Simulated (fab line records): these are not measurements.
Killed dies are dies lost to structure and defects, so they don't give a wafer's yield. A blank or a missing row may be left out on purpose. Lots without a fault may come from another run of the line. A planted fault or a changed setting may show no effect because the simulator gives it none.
fab line records + flow n5_finfet
record
- lots=3
- wafers=9
- last_day=18
route steps=1938 shown BEOL_M4@1099 BEOL_M5@1112 BEOL_M7@1284 PASSIVATION@1936
lots that met no fault: from a run of the same line without faults
start_h: start of the lot's first displayed wafer, in hours after the record's first day + wait_h: hours since the lot's step before + " the same as in the row above + L1.1+2: a row that stands for several wafers + - no value present, or no start provided + * or withheld: withheld + < > ~ a bound
route shown NAME@n: names a module that has steps shown in the file, with the first one's number in the route + usual: mean/standard deviation of fault-free wafers + same: alike in all rows + chamber/n: place in a boat + sites: readings site by site + _std_site: standard deviation across them + _edge_site: mean of outer sites minus mean of inner sites + radius_mm: for every site, how far away it sits from the centre of the wafer + mask NAME#n: copy n + behind: the most recent tool/chamber to have shaped the wafer + hold: the reason the lot was held/the length of the hold in hours/how it ended + device: transistor that didn't switch, given as n, p or np + end of line: the tests these same wafers got at the end of their route + where a step has no rows: the recipe by itself + killed: dies lost to structure and defects at the first sort, not the wafer's yield + map: per-die view of a wafer (x killed, . not killed, _ where there is no die)
set.NAME: the setting the step ran with; set.NAME@STEP: the setting that earlier step ran with + model.NAME: the simulator's own value behind a step, which no gauge read
a table for each step, a row for each wafer; lots at some steps of the route
services: when a tool's chamber went out of use (start_h, in hours from the record's first day, below 0 if earlier), for how many hours, and the reason
## steps
# step N5_BEOL_M4_ANNEAL_95
# recipe
- temp_c=400
- time_s=240
- ambient=vacuum
# step N5_BEOL_M4_SPUTTER_96
# recipe
- material=Cu
- target_thk_a=45
- temp_c=-20
- chamber_pressure_pa=0.07
- power_w=withheld
- time_s=8.29
# step N5_BEOL_M4_ECD_50
# recipe
- material=Cu
- target_thk_a=3000
# step N5_BEOL_M4_ANNEAL_51
# recipe
- temp_c=225
- time_s=90
- ambient=N2
# step N5_BEOL_M4_CMP_52
# recipe
- stop_on=SiOC
- t_overpolish_s=6.8
- down_force_psi=1
- platen_rpm=50
- clearing_platen_down_force_psi=1.5
- clearing_platen_rpm=50
- post_cmp_clean=cu_alkaline
- target_thk_nm=40
- clearing_platen_pad_velocity_m_s=0.99484
- pad_velocity_m_s=0.99484
# step N5_BEOL_M4_PRE_CLEAN_60
# recipe
- gas=NH3/H2
- time_s=15
- temp_c=*
- rf_power_w=300
# step N5_BEOL_M4_CO_CAP_55
# recipe
- material=Co
- target_thk_a=20
- temp_c=200
- precursor=CCTBA/H2
- pressure_torr=30
- time_s=102.1
# step N5_BEOL_M4_PRE_CLEAN_56
# recipe
- gas=NH3
- time_s=15
- temp_c=withheld
- rf_power_w=300
# step N5_BEOL_M4_DEP_57
# recipe
- material=SiCN
- target_thk_a=80
- temp_c=withheld
- precursor=3MS/NH3
- pressure_torr=3
- rf_w=202
- time_s=14
# step N5_BEOL_M4_RC_MEAS_101
# usual
- DIBL_N=35.0/2.4
- DIBL_P=35.4/2.8
- IOFF_N=0.14/0.045
- IOFF_P=0.20/0.048
- ION_N=667/19
- ION_P=460/11
- SS_N=71.2/0.71
- SS_P=73.1/0.86
- VT_N=252/4.6
- VT_P=-251/3.4
| lot.wafer | tool      | chamber | start_h | wait_h | DIBL_N[mV/V] | DIBL_P[mV/V] | IOFF_N[nA/um] | IOFF_P[nA/um] | ION_N[uA/um] | ION_P[uA/um] | SS_N[mV/dec] | SS_P[mV/dec] | VT_N[mV] | VT_P[mV] |
|-----------|-----------|---------|---------|--------|--------------|--------------|---------------|---------------|--------------|--------------|--------------|--------------|----------|----------|
| L750.1    | prober-01 | 0       | 238.51  | 0.0    | 35.7         | 33.7         | 0.11          | 0.15          | 653          | 450          | 71.1         | 72.5         | 257      | -256     |
| L750.3    | "         | 0       | "       | "      | 37.5         | 38.1         | 0.17          | 0.22          | 687          | 468          | 71.6         | 73.8         | 247      | -252     |
| L750.6    | "         | 0       | "       | "      | 39.4         | 38.4         | 0.18          | 0.22          | 683          | 460          | 72.2         | 73.1         | 246      | -250     |
| L749.1    | prober-02 | 0       | 238.73  | 0.0    | 33.7         | 34.7         | 0.12          | 0.18          | 647          | 454          | 71.2         | 72.9         | 253      | -249     |
| L749.4    | "         | 0       | "       | "      | 35.5         | 36.1         | 0.15          | 0.21          | 654          | 456          | 72.0         | 73.1         | 250      | -251     |
| L749.5    | "         | 0       | "       | "      | 32.2         | 33.2         | 0.10          | 0.17          | 639          | 444          | 70.7         | 72.7         | 258      | -252     |
| L760.1    | prober-01 | 0       | 311.26  | 0.0    | 38.3         | 40.4         | 0.22          | 0.30          | 695          | 475          | 71.2         | 74.0         | 247      | -246     |
| L760.3    | "         | 0       | "       | "      | 33.8         | 34.3         | 0.12          | 0.17          | 655          | 451          | 70.8         | 72.2         | 256      | -253     |
| L760.5    | "         | 0       | "       | "      | 36.6         | 38.4         | 0.18          | 0.25          | 695          | 475          | 71.8         | 74.2         | 247      | -248     |
# step N5_BEOL_M5_ILD_DEP_00
# recipe
- material=SiCOH_lowk
- target_thk_a=1406.4
- temp_c=300
- precursor=DEMS/porogen
- pressure_torr=5
- rf_w=500
- time_s=25.9
# step N5_BEOL_M5_CURE_79
# recipe
- temp_c=385
- time_s=240
- ambient=He/Ar
- material=SiCOH_lowk
# step N5_BEOL_M5_PECVD_70
# recipe
- material=SiO2
- target_thk_a=160
- temp_c=400
- precursor=TEOS/O2
- pressure_torr=5.5
- rf_w=450
- teos_flow_sccm=53.8
- gas=O2
- flow_sccm=3000
- time_s=18
# step N5_BEOL_M5_HM_DEP_02
# recipe
- material=TiN
- target_thk_a=200
- temp_c=25
- chamber_pressure_pa=0.49996
# step N5_BEOL_M5_COAT_59
# recipe
- resist=SOC
- temp_c=250
- time_s=60
- spin_rpm=1500
- resist_thk_nm=60
# step N5_BEOL_M5_COAT_60
# recipe
- resist=SiARC
- temp_c=220
- time_s=60
- spin_rpm=1500
- resist_thk_nm=12
# step N5_BEOL_M5_COAT_71
# recipe
- resist=underlayer
- temp_c=205
- time_s=60
- spin_rpm=1500
- resist_thk_nm=5
# step N5_BEOL_M5_COAT_05
# recipe
- resist=CAR-EUV
- spin_rpm=1500
- resist_thk_nm=30
# step N5_BEOL_M5_EBR_07
# recipe
- solvent=PGMEA
- ebr_width_mm=1.5
# step N5_BEOL_M5_SOFTBAKE_06
# recipe
- temp_c=110
- time_s=60
- resist=CAR-EUV
# step N5_BEOL_M5_EXPOSE_08
# recipe
- mask_id=M5
- na=0.33
- source_shape=annular
- sigma_inner=0.4
- sigma_outer=0.8
- polarization=unpolarized
- target_cd_nm=28
- dose_mj=35.75
# step N5_BEOL_M5_PEB_09
# recipe
- peb_temp_c=100
- peb_time_s=60
- resist=CAR-EUV
# step N5_BEOL_M5_DEVELOP_10
# recipe
- develop_time_s=30
- developer=TMAH
- resist=CAR-EUV
- rinse_liquid=surfactant_rinse
- dry=air_spin
- dev_temp_c=23
# step N5_BEOL_M5_DESCUM_16
# recipe
- chemistry=O2
- time_s=7
- source_power_w=50
- bias_power_w=20
- pressure_mtorr=20
- rf_frequency_hz=2.712e+07
- temp_c=40
- resist=CAR-EUV
- o2_flow_sccm=225
# step N5_BEOL_M5_ETCH_72
# recipe
- chemistry=N2/H2
- target=underlayer
- target_depth_a=65
- mask_material=CAR-EUV
- time_s=5.2
- ion_energy_ev=200
- pressure_mtorr=30
- source_w=840
- bias_w=150
- n2_flow_sccm=200
- h2_flow_sccm=200
- ends=cleared
# step N5_BEOL_M5_ETCH_61
# recipe
- chemistry=CF4
- target=SiARC
- target_depth_a=156
- mask_material=CAR-EUV
- time_s=26
- ion_energy_ev=80
- pressure_mtorr=40
- source_w=545
- bias_w=36
- Ar_flow_sccm=100
- cf4_flow_sccm=100
- ends=cleared
# step N5_BEOL_M5_ETCH_62
# recipe
- chemistry=N2/H2
- target=SOC
- target_depth_a=750
- overetch_a=150
- mask_material=SiARC
- temp_c=40
- time_s=112.5
- ion_energy_ev=200
- pressure_mtorr=30
- source_w=840
- bias_w=150
- n2_flow_sccm=200
- h2_flow_sccm=200
# step N5_BEOL_M5_STRIP_63
# recipe
- chemistry=N2/H2
- temp_c=40
- n2_flow_sccm=200
- h2_flow_sccm=200
- rf_frequency_hz=6e+07
# step N5_BEOL_M5_STRIP_73
# recipe
- chemistry=N2/H2
- temp_c=40
- n2_flow_sccm=200
- h2_flow_sccm=200
- rf_frequency_hz=6e+07
# step N5_BEOL_M5_STRIP_64
# recipe
- chemistry=CF4
- resist=SiARC
- power_w=300
- bias_power_w=75
- pressure_mtorr=50
- cf4_flow_sccm=150
- rf_frequency_hz=6e+07
# step N5_BEOL_M5_HM_OPEN_17
# recipe
- chemistry=Cl2/BCl3
- target_depth_a=200
- overetch_a=60
- target=TiN
- mask_material=SOC
- ion_energy_ev=150
- pressure_mtorr=10
- icp_w=1000
- bias_w=126
- Cl2_flow_sccm=53.25
- bcl3_flow_sccm=21.75
- Ar_flow_sccm=25
# step N5_BEOL_M5_STRIP_19
# recipe
- chemistry=O2
- power_w=400
- temp_c=40
- pressure_mtorr=30
- rf_frequency_hz=6e+07
- bias_power_w=0
- overash_fraction=0.2
- o2_flow_sccm=225
# step N5_BEOL_M5_COAT_65
# recipe
- resist=SOC
- temp_c=250
- time_s=60
- spin_rpm=1500
- resist_thk_nm=60
# step N5_BEOL_M5_COAT_66
# recipe
- resist=SiARC
- temp_c=220
- time_s=60
- spin_rpm=1500
- resist_thk_nm=12
# step N5_BEOL_M7_HM_OPEN_17
# recipe
- chemistry=Cl2/BCl3
- target_depth_a=200
- overetch_a=60
- target=TiN
- mask_material=SOC
- ion_energy_ev=150
- pressure_mtorr=10
- icp_w=1000
- bias_w=126
- Cl2_flow_sccm=53.25
- bcl3_flow_sccm=21.75
- Ar_flow_sccm=25
# usual
- drypump_motor_current_A=6.1/0.35
- oes_product_au=0.64/0.086
- throttle_valve_pct=22.12/0.22
| lot.wafer | tool         | chamber | start_h | wait_h | drypump_motor_current_A | oes_product_au | rf_hours_counter_h | throttle_valve_pct | model.etch.depth_nm | model.SOC_of_BEOL_M7_COAT_59.thk_nm |
|-----------|--------------|---------|---------|--------|-------------------------|----------------|--------------------|--------------------|---------------------|-------------------------------------|
| L750.1    | rie_metal-03 | 1       | 261.43  | 0.0    | 5.9                     | 0.54           | 51                 | 22.05              | 14.54               | 95.6                                |
| L750.3    | "            | 1       | "       | "      | 6.0                     | 0.65           | -                  | 21.88              | 20.14               | 92                                  |
| L750.6    | "            | 1       | "       | "      | 6.0                     | 0.55           | -                  | 22.07              | 14.59               | 96                                  |
| L749.1    | rie_metal-01 | 1       | 261.69  | 0.0    | 5.4                     | 0.61           | 72                 | 22.09              | 19.71               | 92.2                                |
| L749.4    | "            | 0       | "       | "      | 6.0                     | 0.78           | -                  | 21.89              | 20.2                | 92.6                                |
| L749.5    | "            | 1       | "       | "      | 5.4                     | 0.61           | -                  | 22.07              | 20.03               | 92.4                                |
| L760.1    | rie_metal-03 | 1       | 337.99  | 0.0    | 6.0                     | 0.64           | 58                 | 21.87              | 20.32               | 92.4                                |
| L760.3    | "            | 1       | "       | "      | 5.9                     | 0.62           | -                  | 21.90              | 19.75               | 92                                  |
| L760.5    | "            | 0       | "       | "      | 6.5                     | 0.75           | -                  | 22.39              | 20.4                | 92.4                                |
# step N5_BEOL_M7_VIA_ETCH_34
# recipe
- chemistry=C4F6/O2
- target=SiCOH_lowk
- target_depth_a=1255
- mask_material=SOC
- taper_deg=4
- time_s=50.5
- ion_energy_ev=250
- pressure_mtorr=30
- source_w=345
- bias_w=185
- Ar_flow_sccm=300
- C4F6_flow_sccm=10
- O2_flow_sccm=10
# usual
- drypump_motor_current_A=5.8/0.45
- oes_product_au=0.77/0.09
- rf_vpp_V=669/16
- showerhead_plenum_p_Torr=2.86/0.1
- throttle_valve_pct=20.84/0.29
| lot.wafer | tool        | chamber | start_h | wait_h | drypump_motor_current_A | oes_product_au | rf_hours_counter_h | rf_vpp_V | showerhead_plenum_p_Torr | throttle_valve_pct |
|-----------|-------------|---------|---------|--------|-------------------------|----------------|--------------------|----------|--------------------------|--------------------|
| L750.1    | rie_diel-06 | 3       | 262.47  | 0.0    | 5.8                     | 0.32           | 58                 | 664      | 2.79                     | 20.73              |
| L750.3    | "           | 0       | "       | "      | 6.8                     | 0.69           | 217                | 649      | 2.90                     | 20.88              |
| L750.6    | "           | 3       | "       | "      | 5.8                     | 0.32           | -                  | 665      | 2.79                     | 20.73              |
| L749.1    | rie_diel-01 | 0       | 262.65  | 0.0    | 5.6                     | 0.85           | 58                 | 673      | 2.90                     | 20.45              |
| L749.4    | "           | 1       | "       | "      | 5.5                     | 0.70           | 215                | 655      | 2.92                     | 21.07              |
| L749.5    | "           | 0       | "       | "      | 5.6                     | 0.85           | -                  | 674      | 2.90                     | 20.43              |
| L760.1    | rie_diel-01 | 0       | 339.07  | 0.0    | 5.6                     | 0.80           | 85                 | 672      | 2.89                     | 20.46              |
| L760.3    | "           | 1       | "       | "      | 5.5                     | 0.69           | 242                | 656      | 2.91                     | 21.12              |
| L760.5    | "           | 2       | "       | "      | 5.4                     | 0.98           | -                  | 702      | 3.03                     | 20.47              |
# step N5_BEOL_M7_OCD_MEAS_38
# usual
- trench_depth_nm=91.0/1.8
| lot.wafer | tool   | chamber | start_h | wait_h | trench_depth_nm |
|-----------|--------|---------|---------|--------|-----------------|
| L750.1    | ocd-01 | -       | 262.72  | -      | -               |
| L750.3    | "      | -       | "       | "      | 88.3            |
| L750.6    | "      | -       | "       | "      | -               |
| L749.1    | ocd-01 | -       | 262.89  | -      | 94.2            |
| L749.4    | "      | -       | "       | "      | 90.5            |
| L749.5    | "      | -       | "       | "      | 92.4            |
| L760.1    | ocd-02 | -       | 339.32  | -      | 91.2            |
| L760.3    | "      | -       | "       | "      | 93.1            |
| L760.5    | "      | -       | "       | "      | 94.4            |
# step N5_BEOL_M7_CD_MEAS_35
# recipe
- target_cd_nm=40
- polarity=opening
# usual
- cd_nm=40.2/0.7
| lot.wafer | tool      | chamber | start_h | wait_h | cd_nm |
|-----------|-----------|---------|---------|--------|-------|
| L750.1    | cd_sem-02 | -       | 262.87  | 0.0    | -     |
| L750.3    | "         | -       | "       | "      | 39.2  |
| L750.6    | "         | -       | "       | "      | -     |
| L749.1    | cd_sem-02 | -       | 263.05  | 0.0    | 40.3  |
| L749.4    | "         | -       | "       | "      | 40.1  |
| L749.5    | "         | -       | "       | "      | 40.6  |
| L760.1    | cd_sem-01 | -       | 339.47  | 0.0    | 40.1  |
| L760.3    | "         | -       | "       | "      | 40.0  |
| L760.5    | "         | -       | "       | "      | 39.1  |
# step N5_PASSIVATION_PROBE_49
# usual
- defect_limited_yield=91.7/1.4
- killed_at_M0_to_M3=32/9.7
- killed_at_M4_up=14/5.5
- killed_at_contacts=13/6.1
- killed_at_front_end=35/10
- killed_at_other=4.2/2.9
- killed_dies=98/17
- killed_on_rim=13/4.2
- killed_open=63/12
- killed_short=32/7.7
- sort_bin_5_function=4.8/0.9
- sort_bin_6_memory=3.1/0.63
- sort_bin_8_speed=1/3.3
- sort_n_pass=1073/41
- sort_yield_pct=91/3.5
# same
- gross_dies=1180
- killed_at_back_side=0
- sort_bin_4_leakage[%]=0
| lot.wafer | tool      | chamber | start_h | wait_h | defect_limited_yield[%] | killed_at_M0_to_M3 | killed_at_M4_up | killed_at_contacts | killed_at_front_end | killed_at_other | killed_dies | killed_on_rim | killed_open | killed_short | sort_bin_5_function[%] | sort_bin_6_memory[%] | sort_bin_8_speed[%] | sort_n_pass | sort_yield_pct[%] |
|-----------|-----------|---------|---------|--------|-------------------------|--------------------|-----------------|--------------------|---------------------|-----------------|-------------|---------------|-------------|--------------|------------------------|----------------------|---------------------|-------------|-------------------|
| L750.1    | prober-02 | -       | 342.05  | 0.0    | 0                       | 50                 | 1077            | 8                  | 35                  | 10              | 1180        | 152           | 66          | 48           | 96.1                   | 3.6                  | 0                   | 0           | 0                 |
| L750.3    | prober-02 | -       | 342.15  | 0.1    | 92.3                    | 18                 | 17              | 13                 | 37                  | 6               | 91          | 14            | 52          | 37           | 4.4                    | 3.1                  | 0                   | 1089        | 92                |
| L750.6    | prober-02 | -       | 342.30  | 0.3    | 0                       | 32                 | 1088            | 5                  | 47                  | 8               | 1180        | 152           | 69          | 33           | 95.7                   | 4.1                  | 0                   | 0           | 0                 |
| L749.1    | prober-02 | -       | 346.88  | 0.0    | 86.9                    | 43                 | 15              | 35                 | 57                  | 5               | 155         | 19            | 103         | 44           | 7.9                    | 4.2                  | 0                   | 1025        | 87                |
| L749.4    | prober-02 | -       | 347.03  | 0.2    | 90.9                    | 30                 | 17              | 9                  | 49                  | 2               | 107         | 14            | 61          | 34           | 5.0                    | 2.9                  | 0                   | 1073        | 91                |
| L749.5    | prober-02 | -       | 347.08  | 0.2    | 91.4                    | 34                 | 13              | 7                  | 45                  | 2               | 101         | 16            | 67          | 33           | 5.1                    | 2.7                  | 2                   | 1051        | 89                |
| L760.1    | prober-02 | -       | 427.44  | 0.0    | 93.1                    | 20                 | 10              | 5                  | 42                  | 5               | 82          | 14            | 52          | 25           | 4.2                    | 2.5                  | 0                   | 1098        | 93                |
| L760.3    | prober-02 | -       | 427.54  | 0.1    | 90.8                    | 29                 | 23              | 2                  | 47                  | 8               | 109         | 12            | 58          | 39           | 4.2                    | 3.7                  | 0                   | 1071        | 91                |
| L760.5    | prober-02 | -       | 427.64  | 0.2    | 90.8                    | 26                 | 15              | 9                  | 56                  | 3               | 109         | 13            | 68          | 35           | 4.9                    | 3.8                  | 0                   | 1071        | 91                |
# killed by level:class
L750.1 BEOL_M7:area_open=1066 BEOL_M1:geometric_particle:open=10 FIN_SAQP:geometric_particle:short=8 FIN_SAQP:geometric_particle:open=8 BEOL_M0:geometric_particle:short=8 BEOL_M0_SAQP:geometric_particle:short=7 BEOL_M2:geometric_particle:open=7 BEOL_M0_SAQP:geometric_particle:open=6
L750.3 MOL_CONTACT_COAG:geometric_particle:open=10 BEOL_M4:geometric_particle:open=10 FIN_SAQP:geometric_particle:short=9 FIN_SAQP:geometric_particle:open=6 BEOL_M0_SAQP:geometric_particle:short=6 DUMMY_GATE:geometric_particle:open=4 ILD0:geometric_particle:short=4 STARTING-WAFER:geometric_particle:short=4
L750.6 BEOL_M7:area_open=1076 FIN_SAQP:geometric_particle:open=13 DUMMY_GATE:geometric_particle:open=9 BEOL_M2:geometric_particle:open=8 BEOL_M0_SAQP:geometric_particle:open=5 MOL_CONTACT_COAG:geometric_particle:open=5 BEOL_M1:geometric_particle:open=5 FIN_SAQP:geometric_particle:short=4
L749.1 MOL_CONTACT_COAG:geometric_particle:open=29 STI_FIN_REVEAL:geometric_particle:open=17 BEOL_M1:geometric_particle:open=10 BEOL_M0_SAQP:geometric_particle:short=9 STI_FIN_REVEAL:geometric_particle:short=7 BEOL_M6:geometric_particle:open=7 BEOL_M3:geometric_particle:open=7 MOL_CONTACT_COAG:geometric_particle:short=6
L749.4 STI_FIN_REVEAL:geometric_particle:open=11 GATE_CUT:geometric_particle:short=9 BEOL_M3:geometric_particle:open=8 MOL_CONTACT_COAG:geometric_particle:open=8 BEOL_M0_SAQP:geometric_particle:short=7 BEOL_M0_SAQP:geometric_particle:open=7 HKMG_FIN:area_etch=7 FIN_SAQP:geometric_particle:short=6
L749.5 STI_FIN_REVEAL:geometric_particle:open=12 BEOL_M0_SAQP:geometric_particle:open=10 BEOL_M0_SAQP:geometric_particle:short=8 GATE_CUT:geometric_particle:short=7 MOL_CONTACT_COAG:geometric_particle:open=6 BEOL_M5:geometric_particle:open=6 FIN_SAQP:geometric_particle:open=5 FIN_SAQP:geometric_particle:short=5
L760.1 FIN_SAQP:geometric_particle:open=15 FIN_SAQP:geometric_particle:short=12 BEOL_M3:geometric_particle:open=6 MOL_CONTACT_COAG:geometric_particle:open=4 BEOL_M0_SAQP:geometric_particle:open=4 BEOL_M1:geometric_particle:open=4 DUMMY_GATE:geometric_particle:open=3 GATE_CUT:geometric_particle:short=3
L760.3 STI_FIN_REVEAL:geometric_particle:open=10 FIN_SAQP:geometric_particle:open=9 FIN_SAQP:geometric_particle:short=8 HKMG_FIN:area_etch=8 BEOL_M0_SAQP:geometric_particle:short=7 DUMMY_GATE:geometric_particle:open=6 BEOL_M5:geometric_particle:open=6 BEOL_M0_SAQP:geometric_particle:open=5
L760.5 FIN_SAQP:geometric_particle:short=17 FIN_SAQP:geometric_particle:open=16 BEOL_M3:geometric_particle:open=10 BEOL_M4:geometric_particle:open=9 MOL_CONTACT_COAG:geometric_particle:open=6 DUMMY_GATE:geometric_particle:open=5 BEOL_M0_SAQP:geometric_particle:short=5 BEOL_M0_SAQP:geometric_particle:open=5
# map L750.1 (x killed, . not)
_________________xxxxxxxxxxxx________________
______________xxxxxxxxxxxxxxxxxx_____________
___________xxxxxxxxxxxxxxxxxxxxxxxx__________
__________xxxxxxxxxxxxxxxxxxxxxxxxxx_________
________xxxxxxxxxxxxxxxxxxxxxxxxxxxxxx_______
_______xxxxxxxxxxxxxxxxxxxxxxxxxxxxxxxx______
______xxxxxxxxxxxxxxxxxxxxxxxxxxxxxxxxxx_____
_____xxxxxxxxxxxxxxxxxxxxxxxxxxxxxxxxxxxx____
____xxxxxxxxxxxxxxxxxxxxxxxxxxxxxxxxxxxxxx___
___xxxxxxxxxxxxxxxxxxxxxxxxxxxxxxxxxxxxxxxx__
___xxxxxxxxxxxxxxxxxxxxxxxxxxxxxxxxxxxxxxxx__
__xxxxxxxxxxxxxxxxxxxxxxxxxxxxxxxxxxxxxxxxxx_
__xxxxxxxxxxxxxxxxxxxxxxxxxxxxxxxxxxxxxxxxxx_
_xxxxxxxxxxxxxxxxxxxxxxxxxxxxxxxxxxxxxxxxxxxx
_xxxxxxxxxxxxxxxxxxxxxxxxxxxxxxxxxxxxxxxxxxxx
_xxxxxxxxxxxxxxxxxxxxxxxxxxxxxxxxxxxxxxxxxxxx
_xxxxxxxxxxxxxxxxxxxxxxxxxxxxxxxxxxxxxxxxxxxx
_xxxxxxxxxxxxxxxxxxxxxxxxxxxxxxxxxxxxxxxxxxxx
_xxxxxxxxxxxxxxxxxxxxxxxxxxxxxxxxxxxxxxxxxxxx
_xxxxxxxxxxxxxxxxxxxxxxxxxxxxxxxxxxxxxxxxxxxx
_xxxxxxxxxxxxxxxxxxxxxxxxxxxxxxxxxxxxxxxxxxxx
__xxxxxxxxxxxxxxxxxxxxxxxxxxxxxxxxxxxxxxxxxx_
__xxxxxxxxxxxxxxxxxxxxxxxxxxxxxxxxxxxxxxxxxx_
___xxxxxxxxxxxxxxxxxxxxxxxxxxxxxxxxxxxxxxxx__
___xxxxxxxxxxxxxxxxxxxxxxxxxxxxxxxxxxxxxxxx__
____xxxxxxxxxxxxxxxxxxxxxxxxxxxxxxxxxxxxxx___
_____xxxxxxxxxxxxxxxxxxxxxxxxxxxxxxxxxxxx____
______xxxxxxxxxxxxxxxxxxxxxxxxxxxxxxxxxx_____
_______xxxxxxxxxxxxxxxxxxxxxxxxxxxxxxxx______
________xxxxxxxxxxxxxxxxxxxxxxxxxxxxxx_______
__________xxxxxxxxxxxxxxxxxxxxxxxxxx_________
___________xxxxxxxxxxxxxxxxxxxxxxxx__________
______________xxxxxxxxxxxxxxxxxx_____________
_________________xxxxxxxxxxxx________________
# map L760.3 (x killed, . not)
_________________.x...x.x....________________
______________.x...............x_____________
___________................x.....x.__________
__________.........................._________
________...........x.................._______
_______..x.x.........x..............x..______
______...x......x.............x........._____
_____...............................x....____
____.x...................................x___
___...............xx.......x...............__
___......x.....x.......x..xx...............__
__..x..x.............x.x.x...........x...x.._
__...........x..............x.............x._
_.......x.............x...........x...x......
_....x...........x....................x......
_...................x..x.........x.........xx
_....x.x....x...x..........x.................
_.x...................x...........x....x.....
_.x..xxx............x.....x..............x...
_...x..............x.x.............x.....x...
_.................x..........................
__.........................................._
__....x.x....x...x.............x.....x......_
___.x........x..x..........................__
___...x........................x...........__
____.......x.x..................x...x.....___
_____......x......x.........x.......x..x.____
______............x...x................._____
_______...x.xx..x....x.....x...........______
________......x.x..x................x._______
__________...............x..x...x..._________
___________x...x......x.x..........__________
______________.................._____________
_________________............________________
## services
| tool         | chamber | start_h | hours | kind                          |
|--------------|---------|---------|-------|-------------------------------|
| rie_metal-01 | -       | 265.34  | 0.9   | repair                        |
| rie_diel-01  | 3       | 268.96  | -     | clean                         |
| rie_diel-01  | 3       | 268.96  | -     | consumable_replace:focus_ring |
| rie_diel-01  | 3       | 268.96  | -     | consumable_replace:showerhead |
| rie_diel-01  | 3       | 268.96  | 16.1  | scheduled_down                |
| rie_diel-01  | 3       | 268.96  | 16.1  | vent_cycle                    |
| rie_diel-01  | 2       | 294.63  | -     | clean                         |
| rie_diel-01  | 2       | 294.63  | -     | consumable_replace:focus_ring |
| rie_diel-01  | 2       | 294.63  | -     | consumable_replace:showerhead |
| rie_diel-01  | 2       | 294.63  | 22.6  | scheduled_down                |
| rie_diel-01  | 2       | 294.63  | 22.6  | vent_cycle                    |
| rie_metal-03 | -       | 304.13  | 0.5   | repair                        |
| rie_diel-06  | 2       | 307.54  | 9.9   | repair                        |
| rie_diel-06  | 3       | 329.67  | 5.2   | repair                        |
| rie_metal-01 | 1       | 335.49  | 6.8   | repair                        |
| rie_diel-06  | 2       | 339.05  | 4.8   | repair                        |
## key
first_sign
- step=N5_BEOL_M7_VIA_ETCH_34
- reading=oes_product_au
- direction=down
- sigmas=4.9
- usual=0.77
- struck=0.32
effect
- step=N5_BEOL_M7_OCD_MEAS_38
- reading=trench_depth_nm
- direction=missing
effect
- step=N5_BEOL_M7_CD_MEAS_35
- reading=cd_nm
- direction=missing
effect
- step=N5_PASSIVATION_PROBE_49
- reading=killed_at_M4_up
- direction=up
- sigmas=99+
- usual=14
- struck=1082
model_effect
- step=N5_BEOL_M7_HM_OPEN_17
- value=etch.depth_nm
- without=20.1
- struck=14.56
more_kills_born_at
- N5_BEOL_M7_HM_OPEN_17@rie_metal-03=2142
met_at N5_BEOL_M7_HM_OPEN_17
struck_wafers L750.1,L750.6
later_rows_left_out L750.1,L750.6
fault
- kind=process_parameter_drift
- tool=rie_metal-03
- chamber=-
- onset_h=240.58
- steps=N5_BEOL_M7_HM_OPEN_17
- channel=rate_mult
- offset=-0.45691
- shape=step
- end_h=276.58
- scope=struck_wafers_only
# later_rows_left_out: the simulator's readings of these wafers behind a module that went badly wrong aren't trusted and aren't shown, but for the sort
